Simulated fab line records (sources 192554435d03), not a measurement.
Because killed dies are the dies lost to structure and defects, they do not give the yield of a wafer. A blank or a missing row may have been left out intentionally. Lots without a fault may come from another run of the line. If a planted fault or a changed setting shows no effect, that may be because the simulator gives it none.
Chamber matching / flow n5 finfet / N5_BEOL_M10_ETCH_62 on rie diel-06: 4 sister chambers
The step etches SOC in N2/H2, target depth 110 nm, overetch 22 nm, time 165 s. 4 wafers are shown with their chamber, then 10 later ones without.

== WAFERS, EACH WITH ITS CHAMBER ==
wafer=L082.4; chamber=2; showerhead plenum p Torr (Torr)=2.51
wafer=L084.6; chamber=3; showerhead plenum p Torr (Torr)=2.65
wafer=L085.1; chamber=0; showerhead plenum p Torr (Torr)=2.54
wafer=L085.3; chamber=1; showerhead plenum p Torr (Torr)=2.45

== WAFERS MISSING THEIR CHAMBER ==
wafer=L085.5; showerhead plenum p Torr (Torr)=2.54
wafer=L091.2; showerhead plenum p Torr (Torr)=2.44
wafer=L091.3; showerhead plenum p Torr (Torr)=2.54
wafer=L091.5; showerhead plenum p Torr (Torr)=2.51
wafer=L094.2; showerhead plenum p Torr (Torr)=2.44
wafer=L094.3; showerhead plenum p Torr (Torr)=2.64
wafer=L094.6; showerhead plenum p Torr (Torr)=2.64
wafer=L097.2; showerhead plenum p Torr (Torr)=2.43
wafer=L097.3; showerhead plenum p Torr (Torr)=2.63
wafer=L097.6; showerhead plenum p Torr (Torr)=2.63

== WHICH CHAMBER EACH ONE RAN IN ==
wafer=L085.5; from the rows above=0; in truth=0
wafer=L091.2; from the rows above=1; in truth=1
wafer=L091.3; from the rows above=0; in truth=0
wafer=L091.5; from the rows above=2; in truth=2
wafer=L094.2; from the rows above=1; in truth=1
wafer=L094.3; from the rows above=3; in truth=3
wafer=L094.6; from the rows above=3; in truth=3
wafer=L097.2; from the rows above=1; in truth=1
wafer=L097.3; from the rows above=3; in truth=3
wafer=L097.6; from the rows above=3; in truth=3
Placed correctly: 10 of 10. Can't be placed from these rows: 0. 0 placed wrongly.
How it was worked out, from the rows above alone: a wafer's distance from a chamber is the root of the sum, over the readings, of the square of ((its reading less the chamber's mean) divided by the reading's scatter). The wafer belongs to the nearest chamber; if the next one is less than 2 further off, it can't be placed. For every chamber, the mean is computed from those of its wafers that are shown. The scatter: with one shown wafer a chamber, the root of the mean of the squares of how far each hidden wafer lies from its nearest shown one.
